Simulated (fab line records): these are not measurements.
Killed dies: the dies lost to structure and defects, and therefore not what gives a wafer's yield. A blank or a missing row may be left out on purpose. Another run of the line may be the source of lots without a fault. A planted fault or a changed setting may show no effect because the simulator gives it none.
The tool behind it: which one? / flow nand_harc / 36 wafers from 12 lots sampled at 6 of the route's 1302 steps

## WHAT THE GAUGES READ, wafer by wafer
NHARC_A_ONON_D2_THK_MEAS_11: measures by ellipsometry. Usual: thk_nm 994 nm, standard deviation 12.
lot=L509; measured=day 12 11:27; on=film_metro-01; thk_nm (nm)=991 989 992; flag=
lot=L511; measured=day 12 22:50; on=film_metro-02; thk_nm (nm)=986 987 986; flag=
lot=L512; measured=day 13 13:19; on=film_metro-01; thk_nm (nm)=1011 1010 1011; flag=
lot=L510; measured=day 13 23:33; on=film_metro-02; thk_nm (nm)=973 974 974; flag=
lot=L513; measured=day 14 02:38; on=film_metro-02; thk_nm (nm)=1012 1014 1013; flag=
lot=L516; measured=day 15 11:29; on=film_metro-01; thk_nm (nm)=1528 1525 1526; flag=OFF
lot=L518; measured=day 16 00:02; on=film_metro-01; thk_nm (nm)=1487 1488 1486; flag=OFF
lot=L519; measured=day 16 19:04; on=film_metro-01; thk_nm (nm)=1514 1512 1516; flag=OFF
lot=L520; measured=day 16 19:04; on=film_metro-02; thk_nm (nm)=1007 1007 1006; flag=
lot=L523; measured=day 17 22:50; on=film_metro-01; thk_nm (nm)=984 982 985; flag=
lot=L524; measured=day 18 13:52; on=film_metro-02; thk_nm (nm)=998 998 1000; flag=
lot=L530; measured=day 20 20:56; on=film_metro-02; thk_nm (nm)=998 997 998; flag=

NHARC_END_SORT_01. Usual: killed_at_array 62, standard deviation 18; killed_at_other 0.9, standard deviation 1.2; killed_at_periphery 4.2, standard deviation 2.9; killed_dies 67, standard deviation 17; killed_open 3.6, standard deviation 1.9; killed_short 2.5, standard deviation 1.6.
lot=L516; measured=day 27 13:37; on=prober-02; killed_at_array=675 671 673; killed_at_other=1 3 0; killed_at_periphery=1 3 4; killed_dies=677 677 677; killed_open=3 3 2; killed_short=0 7 4; flag=OFF
lot=L518; measured=day 27 23:32; on=prober-01; killed_at_array=672 666 669; killed_at_other=2 4 1; killed_at_periphery=3 7 7; killed_dies=677 677 677; killed_open=1 2 0; killed_short=3 1 2; flag=OFF

## WHAT TOOL EACH LOT RAN ON (gives the tool, then ch and the chambers of the sampled wafers, and finally the start)
lot=L509; NHARC_A_CHANNEL_HOLE_D1_ETCH_44=rie_diel-09 ch 2,3, day 8 21:12; NHARC_A_CHANNEL_FILL_D1_STRIP_28=rie_diel-03 ch 1,3, day 9 23:01; NHARC_A_CHANNEL_FILL_D1_ETCHBACK_08=rie_diel-12 ch 1,2,3, day 12 11:00 or earlier; NHARC_A_ONON_D2_DEP_09=pecvd_onon-04 ch 0, day 12 11:00
lot=L511; NHARC_A_CHANNEL_HOLE_D1_ETCH_44=rie_diel-09 ch 2,3, day 9 08:36; NHARC_A_CHANNEL_FILL_D1_STRIP_28=rie_diel-04 ch 0,2,3, day 10 10:09; NHARC_A_CHANNEL_FILL_D1_ETCHBACK_08=rie_diel-04 ch 2,3, day 12 22:19 or earlier; NHARC_A_ONON_D2_DEP_09=pecvd_onon-04 ch 0, day 12 22:19
lot=L512; NHARC_A_CHANNEL_HOLE_D1_ETCH_44=rie_diel-09 ch 0,2,3, day 9 15:28; NHARC_A_CHANNEL_FILL_D1_STRIP_28=rie_diel-12 ch 1,2,3, day 11 01:22; NHARC_A_CHANNEL_FILL_D1_ETCHBACK_08=rie_diel-12 ch 0,2,3, day 13 12:51 or earlier; NHARC_A_ONON_D2_DEP_09=pecvd_onon-04 ch 0, day 13 12:51
lot=L510; NHARC_A_CHANNEL_HOLE_D1_ETCH_44=rie_diel-09 ch 0,3, day 10 02:26; NHARC_A_CHANNEL_FILL_D1_STRIP_28=rie_diel-04 ch 0,1,3, day 11 08:06; NHARC_A_CHANNEL_FILL_D1_ETCHBACK_08=rie_diel-04 ch 1,2,3, day 13 23:09 or earlier; NHARC_A_ONON_D2_DEP_09=pecvd_onon-03 ch 0, day 13 23:09
lot=L513; NHARC_A_CHANNEL_HOLE_D1_ETCH_44=rie_diel-09 ch 0,1,3, day 10 09:23; NHARC_A_CHANNEL_FILL_D1_STRIP_28=rie_diel-04 ch 0,1,2, day 11 11:27; NHARC_A_CHANNEL_FILL_D1_ETCHBACK_08=rie_diel-12 ch 0,1, day 14 02:07 or earlier; NHARC_A_ONON_D2_DEP_09=pecvd_onon-03 ch 0, day 14 02:07
lot=L516; NHARC_A_CHANNEL_HOLE_D1_ETCH_44=rie_diel-09 ch 0,1,2, day 11 17:45; NHARC_A_CHANNEL_FILL_D1_STRIP_28=rie_diel-12 ch 1,3, day 13 00:16; NHARC_A_CHANNEL_FILL_D1_ETCHBACK_08=rie_diel-12 ch 1,3, day 15 10:58 or earlier; NHARC_A_ONON_D2_DEP_09=pecvd_onon-04 ch 0, day 15 10:58
lot=L518; NHARC_A_CHANNEL_HOLE_D1_ETCH_44=rie_diel-09 ch 0,2,3, day 12 10:01; NHARC_A_CHANNEL_FILL_D1_STRIP_28=rie_diel-12 ch 0,3, day 13 09:00; NHARC_A_CHANNEL_FILL_D1_ETCHBACK_08=rie_diel-12 ch 2,3, day 15 23:32 or earlier; NHARC_A_ONON_D2_DEP_09=pecvd_onon-04 ch 0, day 15 23:32
lot=L519; NHARC_A_CHANNEL_HOLE_D1_ETCH_44=rie_diel-07 ch 1,3, day 13 02:22; NHARC_A_CHANNEL_FILL_D1_STRIP_28=rie_diel-03 ch 1,2,3, day 14 05:10; NHARC_A_CHANNEL_FILL_D1_ETCHBACK_08=rie_diel-03 ch 0,2,3, day 16 18:37 or earlier; NHARC_A_ONON_D2_DEP_09=pecvd_onon-04 ch 0, day 16 18:37
lot=L520; NHARC_A_CHANNEL_HOLE_D1_ETCH_44=rie_diel-09 ch 0,2,3, day 13 06:44; NHARC_A_CHANNEL_FILL_D1_STRIP_28=rie_diel-12 ch 0,2,3, day 14 05:10; NHARC_A_CHANNEL_FILL_D1_ETCHBACK_08=rie_diel-12 ch 0,1,2, day 16 18:34 or earlier; NHARC_A_ONON_D2_DEP_09=pecvd_onon-02 ch 0, day 16 18:34
lot=L523; NHARC_A_CHANNEL_HOLE_D1_ETCH_44=rie_diel-09 ch 0,1,2, day 14 08:41; NHARC_A_CHANNEL_FILL_D1_STRIP_28=rie_diel-04 ch 1,2,3, day 15 10:02; NHARC_A_CHANNEL_FILL_D1_ETCHBACK_08=rie_diel-12 ch 1,2,3, day 17 22:26 or earlier; NHARC_A_ONON_D2_DEP_09=pecvd_onon-02 ch 0, day 17 22:26
lot=L524; NHARC_A_CHANNEL_HOLE_D1_ETCH_44=rie_diel-09 ch 0,3, day 15 01:03; NHARC_A_CHANNEL_FILL_D1_STRIP_28=rie_diel-12 ch 0,1,3, day 16 04:52; NHARC_A_CHANNEL_FILL_D1_ETCHBACK_08=rie_diel-03 ch 0,1, day 18 13:21 or earlier; NHARC_A_ONON_D2_DEP_09=pecvd_onon-03 ch 0, day 18 13:21
lot=L530; NHARC_A_CHANNEL_HOLE_D1_ETCH_44=rie_diel-09 ch 1,2,3, day 17 03:34; NHARC_A_CHANNEL_FILL_D1_STRIP_28=rie_diel-12 ch 1,2,3, day 18 05:06; NHARC_A_CHANNEL_FILL_D1_ETCHBACK_08=rie_diel-03 ch 0,1,2, day 20 20:25 or earlier; NHARC_A_ONON_D2_DEP_09=pecvd_onon-03 ch 0, day 20 20:25
- NHARC_A_CHANNEL_HOLE_D1_ETCH_44: etches the open film in CF4/O2, target depth 140 nm, overetch 14 nm, time 77 s.
- NHARC_A_CHANNEL_FILL_D1_STRIP_28: strips in O2, time 20 s.
- NHARC_A_CHANNEL_FILL_D1_ETCHBACK_08: etches the open film in C4F8, target depth 220 nm, time 110 s.
- NHARC_A_ONON_D2_DEP_09: target thk 1000 nm.

## WHAT THE TOOLS THEMSELVES READ (means of the sampled wafers that have a number; where no wafer has one, the mark that the record gives instead)
NHARC_A_CHANNEL_HOLE_D1_ETCH_44. Usual: cf4_flow_sccm 79.96 sccm, standard deviation 0.23; drypump_motor_current_A 6.0 A, standard deviation 0.56; oes_product_au 0.993 a.u., standard deviation 0.013; rf_vpp_V 198.5 V, standard deviation 1.2; showerhead_plenum_p_Torr 1.37 Torr, standard deviation 0.046; throttle_valve_pct 13.396 %, standard deviation 0.0091.
lot=L509; tool=rie_diel-09; cf4_flow_sccm (sccm)=79.91; drypump_motor_current_A (A)=6.1; oes_product_au (a.u.)=0.995; rf_vpp_V (V)=199.1; showerhead_plenum_p_Torr (Torr)=1.39; throttle_valve_pct (%)=13.391; flag=
lot=L511; tool=rie_diel-09; cf4_flow_sccm (sccm)=79.81; drypump_motor_current_A (A)=6.1; oes_product_au (a.u.)=0.989; rf_vpp_V (V)=198.0; showerhead_plenum_p_Torr (Torr)=1.39; throttle_valve_pct (%)=13.402; flag=
lot=L512; tool=rie_diel-09; cf4_flow_sccm (sccm)=80.10; drypump_motor_current_A (A)=6.2; oes_product_au (a.u.)=0.994; rf_vpp_V (V)=198.9; showerhead_plenum_p_Torr (Torr)=1.37; throttle_valve_pct (%)=13.394; flag=
lot=L510; tool=rie_diel-09; cf4_flow_sccm (sccm)=79.75; drypump_motor_current_A (A)=6.6; oes_product_au (a.u.)=1.010; rf_vpp_V (V)=198.5; showerhead_plenum_p_Torr (Torr)=1.34; throttle_valve_pct (%)=13.391; flag=
lot=L513; tool=rie_diel-09; cf4_flow_sccm (sccm)=79.92; drypump_motor_current_A (A)=6.4; oes_product_au (a.u.)=0.990; rf_vpp_V (V)=198.3; showerhead_plenum_p_Torr (Torr)=1.36; throttle_valve_pct (%)=13.392; flag=
lot=L516; tool=rie_diel-09; cf4_flow_sccm (sccm)=79.96; drypump_motor_current_A (A)=6.0; oes_product_au (a.u.)=0.982; rf_vpp_V (V)=198.9; showerhead_plenum_p_Torr (Torr)=1.39; throttle_valve_pct (%)=13.405; flag=
lot=L518; tool=rie_diel-09; cf4_flow_sccm (sccm)=80.11; drypump_motor_current_A (A)=6.2; oes_product_au (a.u.)=0.986; rf_vpp_V (V)=198.3; showerhead_plenum_p_Torr (Torr)=1.37; throttle_valve_pct (%)=13.394; flag=
lot=L519; tool=rie_diel-07; cf4_flow_sccm (sccm)=80.30; drypump_motor_current_A (A)=5.4; oes_product_au (a.u.)=1.006; rf_vpp_V (V)=199.2; showerhead_plenum_p_Torr (Torr)=1.39; throttle_valve_pct (%)=13.398; flag=
lot=L520; tool=rie_diel-09; cf4_flow_sccm (sccm)=79.81; drypump_motor_current_A (A)=6.2; oes_product_au (a.u.)=0.994; rf_vpp_V (V)=199.3; showerhead_plenum_p_Torr (Torr)=1.37; throttle_valve_pct (%)=13.396; flag=
lot=L523; tool=rie_diel-09; cf4_flow_sccm (sccm)=79.85; drypump_motor_current_A (A)=6.0; oes_product_au (a.u.)=0.995; rf_vpp_V (V)=199.1; showerhead_plenum_p_Torr (Torr)=1.39; throttle_valve_pct (%)=13.397; flag=
lot=L524; tool=rie_diel-09; cf4_flow_sccm (sccm)=80.21; drypump_motor_current_A (A)=6.3; oes_product_au (a.u.)=0.994; rf_vpp_V (V)=197.8; showerhead_plenum_p_Torr (Torr)=1.35; throttle_valve_pct (%)=13.396; flag=
lot=L530; tool=rie_diel-09; cf4_flow_sccm (sccm)=79.89; drypump_motor_current_A (A)=6.2; oes_product_au (a.u.)=0.991; rf_vpp_V (V)=199.2; showerhead_plenum_p_Torr (Torr)=1.38; throttle_valve_pct (%)=13.396; flag=

NHARC_A_CHANNEL_FILL_D1_STRIP_28. Usual: drypump_motor_current_A 5.5 A, standard deviation 0.36; oes_product_au 1.001 a.u., standard deviation 0.011; rf_vpp_V 57.8 V, standard deviation 0.83; showerhead_plenum_p_Torr 3.56 Torr, standard deviation 0.14; throttle_valve_pct 17.035 %, standard deviation 0.008.
lot=L509; tool=rie_diel-03; drypump_motor_current_A (A)=5.3; oes_product_au (a.u.)=1.008; rf_vpp_V (V)=58.0; showerhead_plenum_p_Torr (Torr)=3.66; throttle_valve_pct (%)=17.033; flag=
lot=L511; tool=rie_diel-04; drypump_motor_current_A (A)=5.3; oes_product_au (a.u.)=1.012; rf_vpp_V (V)=56.7; showerhead_plenum_p_Torr (Torr)=3.44; throttle_valve_pct (%)=17.037; flag=
lot=L512; tool=rie_diel-12; drypump_motor_current_A (A)=5.7; oes_product_au (a.u.)=1.001; rf_vpp_V (V)=58.9; showerhead_plenum_p_Torr (Torr)=3.71; throttle_valve_pct (%)=17.025; flag=
lot=L510; tool=rie_diel-04; drypump_motor_current_A (A)=5.3; oes_product_au (a.u.)=1.000; rf_vpp_V (V)=58.0; showerhead_plenum_p_Torr (Torr)=3.46; throttle_valve_pct (%)=17.025; flag=
lot=L513; tool=rie_diel-04; drypump_motor_current_A (A)=5.6; oes_product_au (a.u.)=1.009; rf_vpp_V (V)=57.6; showerhead_plenum_p_Torr (Torr)=3.45; throttle_valve_pct (%)=17.038; flag=
lot=L516; tool=rie_diel-12; drypump_motor_current_A (A)=5.8; oes_product_au (a.u.)=0.996; rf_vpp_V (V)=58.2; showerhead_plenum_p_Torr (Torr)=3.69; throttle_valve_pct (%)=17.036; flag=
lot=L518; tool=rie_diel-12; drypump_motor_current_A (A)=5.8; oes_product_au (a.u.)=1.001; rf_vpp_V (V)=57.2; showerhead_plenum_p_Torr (Torr)=3.62; throttle_valve_pct (%)=17.035; flag=
lot=L519; tool=rie_diel-03; drypump_motor_current_A (A)=5.3; oes_product_au (a.u.)=1.008; rf_vpp_V (V)=57.4; showerhead_plenum_p_Torr (Torr)=3.60; throttle_valve_pct (%)=17.038; flag=
lot=L520; tool=rie_diel-12; drypump_motor_current_A (A)=5.8; oes_product_au (a.u.)=0.999; rf_vpp_V (V)=57.6; showerhead_plenum_p_Torr (Torr)=3.63; throttle_valve_pct (%)=17.033; flag=
lot=L523; tool=rie_diel-04; drypump_motor_current_A (A)=5.5; oes_product_au (a.u.)=1.015; rf_vpp_V (V)=57.7; showerhead_plenum_p_Torr (Torr)=3.40; throttle_valve_pct (%)=17.038; flag=
lot=L524; tool=rie_diel-12; drypump_motor_current_A (A)=5.7; oes_product_au (a.u.)=1.001; rf_vpp_V (V)=58.1; showerhead_plenum_p_Torr (Torr)=3.62; throttle_valve_pct (%)=17.034; flag=
lot=L530; tool=rie_diel-12; drypump_motor_current_A (A)=5.7; oes_product_au (a.u.)=0.990; rf_vpp_V (V)=57.6; showerhead_plenum_p_Torr (Torr)=3.70; throttle_valve_pct (%)=17.033; flag=

NHARC_A_CHANNEL_FILL_D1_ETCHBACK_08. Usual: oes_product_au 0.94 a.u., standard deviation 0.034; rf_vpp_V 441.5 V, standard deviation 2.6.
lot=L509; tool=rie_diel-12; oes_product_au (a.u.)=0.92; rf_vpp_V (V)=444.1; flag=
lot=L511; tool=rie_diel-04; oes_product_au (a.u.)=0.93; rf_vpp_V (V)=438.1; flag=
lot=L512; tool=rie_diel-12; oes_product_au (a.u.)=0.99; rf_vpp_V (V)=441.8; flag=
lot=L510; tool=rie_diel-04; oes_product_au (a.u.)=0.93; rf_vpp_V (V)=438.7; flag=
lot=L513; tool=rie_diel-12; oes_product_au (a.u.)=0.99; rf_vpp_V (V)=441.8; flag=
lot=L516; tool=rie_diel-12; oes_product_au (a.u.)=0.91; rf_vpp_V (V)=443.9; flag=
lot=L518; tool=rie_diel-12; oes_product_au (a.u.)=0.92; rf_vpp_V (V)=444.8; flag=
lot=L519; tool=rie_diel-03; oes_product_au (a.u.)=0.92; rf_vpp_V (V)=440.7; flag=
lot=L520; tool=rie_diel-12; oes_product_au (a.u.)=0.94; rf_vpp_V (V)=443.5; flag=
lot=L523; tool=rie_diel-12; oes_product_au (a.u.)=0.99; rf_vpp_V (V)=445.4; flag=
lot=L524; tool=rie_diel-03; oes_product_au (a.u.)=0.92; rf_vpp_V (V)=442.5; flag=
lot=L530; tool=rie_diel-03; oes_product_au (a.u.)=0.92; rf_vpp_V (V)=443.1; flag=

NHARC_A_ONON_D2_DEP_09. Usual: susceptor_temp_C 400.00 C, standard deviation 0.21.
lot=L509; tool=pecvd_onon-04; susceptor_temp_C (C)=400.04; flag=
lot=L511; tool=pecvd_onon-04; susceptor_temp_C (C)=399.90; flag=
lot=L512; tool=pecvd_onon-04; susceptor_temp_C (C)=400.12; flag=
lot=L510; tool=pecvd_onon-03; susceptor_temp_C (C)=400.31; flag=
lot=L513; tool=pecvd_onon-03; susceptor_temp_C (C)=399.83; flag=
lot=L516; tool=pecvd_onon-04; susceptor_temp_C (C)=400.23; flag=
lot=L518; tool=pecvd_onon-04; susceptor_temp_C (C)=399.59; flag=
lot=L519; tool=pecvd_onon-04; susceptor_temp_C (C)=400.02; flag=
lot=L520; tool=pecvd_onon-02; susceptor_temp_C (C)=399.99; flag=
lot=L523; tool=pecvd_onon-02; susceptor_temp_C (C)=399.99; flag=
lot=L524; tool=pecvd_onon-03; susceptor_temp_C (C)=400.02; flag=
lot=L530; tool=pecvd_onon-03; susceptor_temp_C (C)=400.01; flag=

## THE ANSWER, worked out from the rows above alone
Rule: lot off if the mean of its wafers having a number is beyond 3 standard deviations from the usual mean. A lot without any number at a reading at which 4 lots or more have one is off too. All remaining lots with rows at the step are treated as sound. Order of review: gauges by route order, followed by the tools' own readings, for which a lot's mean as printed above is used. At the first step where some lot is off, the reading lying furthest off is the one used; lots without a number count as furthest.
Off, at NHARC_A_ONON_D2_THK_MEAS_11 on thk_nm: L516, L518, L519.
A tool fits if, at a process step before that reading, it ran every lot that is off, and no sound lot after the first of them. Those tools and the gauges at NHARC_A_ONON_D2_THK_MEAS_11 are tried in the same way. With no start given for some of its lots, NHARC_A_CHANNEL_FILL_D1_ETCHBACK_08 uses the hours and lot order of NHARC_A_ONON_D2_DEP_09. One candidate fits, namely pecvd_onon-04 at NHARC_A_ONON_D2_DEP_09. A fault onset in the window from L512 (day 13 12:51, its last sound lot) to L516 (day 15 10:58, its first lot off) fits.

## WHAT THE SIMULATOR HAD PUT IN
Process parameter drift: pecvd_onon-04, from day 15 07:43 on, at NHARC_A_ONON_D2_DEP_09. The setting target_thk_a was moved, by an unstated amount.
Lots struck among those shown: L516, L518, L519. The same result came from the rule above.
